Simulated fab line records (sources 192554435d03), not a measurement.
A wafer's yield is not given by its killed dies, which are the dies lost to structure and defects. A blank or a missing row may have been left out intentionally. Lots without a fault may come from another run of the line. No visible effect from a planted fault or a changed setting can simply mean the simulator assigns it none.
Which tool is to blame? -- flow n5Finfet -- Sampling: 11 lots, 30 wafers, 4 of 1938 route steps

## WHAT THE GAUGES SHOWED, per wafer
The record lacks any reading of a measuring or inspecting step that a usual standard deviation could be used to judge.

## TOOL THAT RAN EACH LOT (tool first, then ch and the chambers of the sampled wafers, then the start)
lot,N5_BEOL_M6_ETCH_65,N5_BEOL_M6_STRIP_80,N5_BEOL_M6_CURE_75,N5_BEOL_M6_ALD_77
L382,"rieDiel-06 ch 0,1,3, day 10 11:08","rieDiel-06 ch 0,1,3, day 10 11:43 or earlier","uvCure-03 ch 0, day 10 11:43","aldMetal-03 ch 1,3, day 10 12:34"
L384,"rieDiel-03 ch 0,1,3, day 10 14:16","rieDiel-03 ch 0,1,3, day 10 14:53 or earlier","uvCure-02 ch 2, day 10 14:53","aldMetal-01 ch 0,2,3, day 10 15:22"
L385,"rieDiel-03 ch 1,3, day 11 10:17","rieDiel-03 ch 1,3, day 11 10:52 or earlier","uvCure-01 ch 0, day 11 10:52","aldMetal-01 ch 0,1,3, day 11 11:49"
L391,"rieDiel-04 ch 3, day 12 17:46","rieDiel-04 ch 3, day 12 18:26 or earlier","uvCure-02 ch 1, day 12 18:26","aldMetal-03 ch 0,1, day 12 18:52"
L392,"rieDiel-06 ch 0,2, day 13 07:08","rieDiel-06 ch 0,2, day 13 07:49 or earlier","uvCure-02 ch 2, day 13 07:49","aldMetal-03 ch 1,3, day 13 08:12"
L398,"rieDiel-04 ch 2,3, day 14 11:28","rieDiel-04 ch 2,3, day 14 12:02 or earlier","uvCure-01 ch 0, day 14 12:02","aldMetal-04 ch 0,1,2, day 14 14:01"
L397,"rieDiel-06 ch 0,1, day 14 13:55","rieDiel-06 ch 0,1, day 14 14:29 or earlier","uvCure-03 ch 2, day 14 14:29","aldMetal-01 ch 0,3, day 14 14:59"
L401,"rieDiel-04 ch 0,1,3, day 14 19:35","rieDiel-04 ch 0,1,3, day 14 20:15 or earlier","uvCure-03 ch 2, day 14 20:15","aldMetal-04 ch 0,1,3, day 14 20:36"
L400,"rieDiel-04 ch 1,3, day 15 00:56","rieDiel-04 ch 1,3, day 15 01:31 or earlier","uvCure-02 ch 0, day 15 01:31","aldMetal-04 ch 0,1, day 15 02:07"
L402,"rieDiel-04 ch 0,1, day 15 17:16","rieDiel-04 ch 0,1, day 15 18:01 or earlier","uvCure-03 ch 1, day 15 18:01","aldMetal-04 ch 1,2,3, day 15 19:31"
L404,"rieDiel-03 ch 0,1,2, day 15 21:07","rieDiel-03 ch 0,1,2, day 15 21:41 or earlier","uvCure-01 ch 0, day 15 21:41","aldMetal-04 ch 1,2,3, day 15 22:20"
- N5_BEOL_M6_ETCH_65: etches SiARC in CF4, target depth 15.6 nm, time 26 s.
- N5_BEOL_M6_STRIP_80: strips in N2/H2, time 10 s.
- N5_BEOL_M6_CURE_75: cures SiCOH lowk, time 120 s.
- N5_BEOL_M6_ALD_77: deposits TaN, target thk 2 nm, pulse time 2 s, purge time 3 s.

## WHAT THE TOOLS THEMSELVES READ (means of the sampled wafers that have a number; where no wafer has one, the mark that the record gives instead)
N5_BEOL_M6_ETCH_65. Usual: drypumpMotorCurrentA 5.6 A, standard deviation 0.53; etchRfOnTimeS 26.0 s, standard deviation 0.48; oesProductAu 0.68 a.u., standard deviation 0.067; rfVppV 183.9 V, standard deviation 1.2; showerheadPlenumPTorr 2.13 Torr, standard deviation 0.079; throttleValvePct 15.60 %, standard deviation 0.15.
lot,tool,drypumpMotorCurrentA (A),etchRfOnTimeS (s),oesProductAu (a.u.),rfVppV (V),showerheadPlenumPTorr (Torr),throttleValvePct (%),flag
L382,rieDiel-06,5.4,25.8,0.76,185.7,2.24,15.59,
L384,rieDiel-03,5.7,26.0,0.67,184.4,2.15,15.48,
L385,rieDiel-03,6.1,25.9,0.67,184.1,2.13,15.39,
L391,rieDiel-04,5.8,26.5,0.57,184.5,2.13,15.64,
L392,rieDiel-06,5.3,25.6,0.76,182.5,2.17,15.47,
L398,rieDiel-04,6.1,26.3,0.65,183.3,2.12,15.65,
L397,rieDiel-06,5.6,25.9,0.71,184.4,2.21,15.56,
L401,rieDiel-04,5.5,25.9,0.61,182.9,2.07,15.63,
L400,rieDiel-04,5.7,26.2,0.59,183.0,2.06,15.56,
L402,rieDiel-04,5.2,26.3,0.63,182.9,2.05,15.64,
L404,rieDiel-03,5.7,26.2,0.64,184.0,2.14,15.66,

N5_BEOL_M6_STRIP_80. Usual: drypumpMotorCurrentA 5.6 A, standard deviation 0.53; oesProductAu 0.79 a.u., standard deviation 0.079; rfVppV 59.1 V, standard deviation 0.9; showerheadPlenumPTorr 2.52 Torr, standard deviation 0.093; tempC 40.00 C, standard deviation 0.1; throttleValvePct 23.53 %, standard deviation 0.26.
lot,tool,drypumpMotorCurrentA (A),oesProductAu (a.u.),rfVppV (V),showerheadPlenumPTorr (Torr),tempC (C),throttleValvePct (%),flag
L382,rieDiel-06,5.4,0.89,59.3,2.66,40.01,23.56,
L384,rieDiel-03,5.7,0.78,59.2,2.54,40.03,23.42,
L385,rieDiel-03,6.1,0.78,59.8,2.51,39.99,23.27,
L391,rieDiel-04,5.8,0.67,58.5,2.50,39.98,23.21,
L392,rieDiel-06,5.3,0.87,59.2,2.58,40.01,23.54,
L398,rieDiel-04,6.1,0.76,58.6,2.49,40.04,23.39,
L397,rieDiel-06,5.6,0.83,60.3,2.62,39.86,23.69,
L401,rieDiel-04,5.5,0.71,59.4,2.44,40.04,23.39,
L400,rieDiel-04,5.7,0.69,59.4,2.43,39.92,23.21,
L402,rieDiel-04,5.2,0.74,58.9,2.41,39.95,23.57,
L404,rieDiel-03,5.7,0.75,59.4,2.52,40.03,23.52,

N5_BEOL_M6_CURE_75. Usual: lampPowerPct 52.31 %, standard deviation 0.055; wafer_temp_C_max 371.8, standard deviation 0.6.
lot,tool,lampPowerPct (%),wafer_temp_C_max,flag
L382,uvCure-03,52.30,370.9,
L384,uvCure-02,52.33,371.6,
L385,uvCure-01,52.24,371.2,
L391,uvCure-02,52.26,372.4,
L392,uvCure-02,52.33,372.0,
L398,uvCure-01,52.29,371.6,
L397,uvCure-03,52.28,371.7,
L401,uvCure-03,52.31,372.2,
L400,uvCure-02,52.31,372.6,
L402,uvCure-03,52.35,371.5,
L404,uvCure-01,52.35,371.4,

N5_BEOL_M6_ALD_77. Usual: heaterPowerW at 408 W, with a standard deviation of 49.
lot,tool,heaterPowerW (W),flag
L382,aldMetal-03,456,
L384,aldMetal-01,403,
L385,aldMetal-01,436,
L391,aldMetal-03,400,
L392,aldMetal-03,446,
L398,aldMetal-04,373,
L397,aldMetal-01,401,
L401,aldMetal-04,371,
L400,aldMetal-04,377,
L402,aldMetal-04,366,
L404,aldMetal-04,376,

## THE ANSWER, worked out from the rows above alone
Rule: a lot counts as off when the mean over its wafers that have a number is more than 3 standard deviations away from the usual mean. Also off: a lot with no number at a reading for which 4 or more lots have one. Any other lot the step has rows for is counted as sound. Order of review: gauges by route order, followed by the tools' own readings, for which a lot's mean as printed above is used. At the first step where some lot is off, the reading lying furthest off is the one used; lots without a number count as furthest.
Nothing can be told from this: no lot is off at any reading shown.

## WHAT THE SIMULATOR HAD INSERTED
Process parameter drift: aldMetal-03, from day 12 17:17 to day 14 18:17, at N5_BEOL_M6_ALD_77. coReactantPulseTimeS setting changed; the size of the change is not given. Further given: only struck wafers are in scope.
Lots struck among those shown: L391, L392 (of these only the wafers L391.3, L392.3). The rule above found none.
